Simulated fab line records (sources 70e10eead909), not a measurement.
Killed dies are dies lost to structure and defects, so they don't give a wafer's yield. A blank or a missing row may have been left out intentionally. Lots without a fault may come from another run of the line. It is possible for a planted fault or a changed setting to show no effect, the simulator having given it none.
Which tool is to blame?	flow nandHarc	6 lots, 18 wafers sampled, at 2 steps of a route of 1302

== WHAT EACH GAUGE READ, for each wafer ==
NHARC_P_ZERO_WELL_CD_MEAS_37 targets a cd of 720 nm.
lot	measured	on	cdNm (nm)
L509	day 3 05:58	cdSem-02	718.1 720.3 719.0
L513	day 4 22:13	cdSem-03	719.7 721.0 722.9
L516	day 6 04:13	cdSem-01	718.5 719.1 719.2
L518	day 7 00:09	cdSem-03	718.9 719.1 721.9
L520	day 7 19:56	cdSem-01	720.6 722.5 719.9
L522	day 8 15:58	cdSem-02	718.7 717.3 718.6

== EACH LOT AND THE TOOL THAT RAN IT (in order: tool; ch and the chambers of the sampled wafers; start) ==
lot	NHARC_P_ZERO_WELL_EXPOSE_34
L509	krfScanner-01 ch 0, day 3 05:48
L513	krfScanner-01 ch 0, day 4 22:04
L516	krfScanner-01 ch 0, day 6 04:04
L518	krfScanner-03 ch 0, day 7 00:00
L520	krfScanner-02 ch 0, day 7 19:47
L522	krfScanner-01 ch 0, day 8 15:49
- NHARC_P_ZERO_WELL_EXPOSE_34: exposes mask P PWELL, target cd 720 nm.

== THE ANSWER, worked out from the rows above alone ==
Rule: the lots themselves supply what counts as usual. Put in order of their means at a reading, lots are off if they are a third of the lots or fewer, leave a main group of 4 or more, and stand apart from it by a gap of 3 or more times the standard deviation of the main group's means; of several such gaps the widest counts. Not used: any main group whose means are identical at the precision the tables above print for the reading. Also off: a lot with no number at a reading for which 4 or more lots have one. All remaining lots with rows at the step are treated as sound.
Across all readings shown, no lot is off: no conclusion can be drawn from this.

== WHAT HAD BEEN PUT IN BY THE SIMULATOR ==
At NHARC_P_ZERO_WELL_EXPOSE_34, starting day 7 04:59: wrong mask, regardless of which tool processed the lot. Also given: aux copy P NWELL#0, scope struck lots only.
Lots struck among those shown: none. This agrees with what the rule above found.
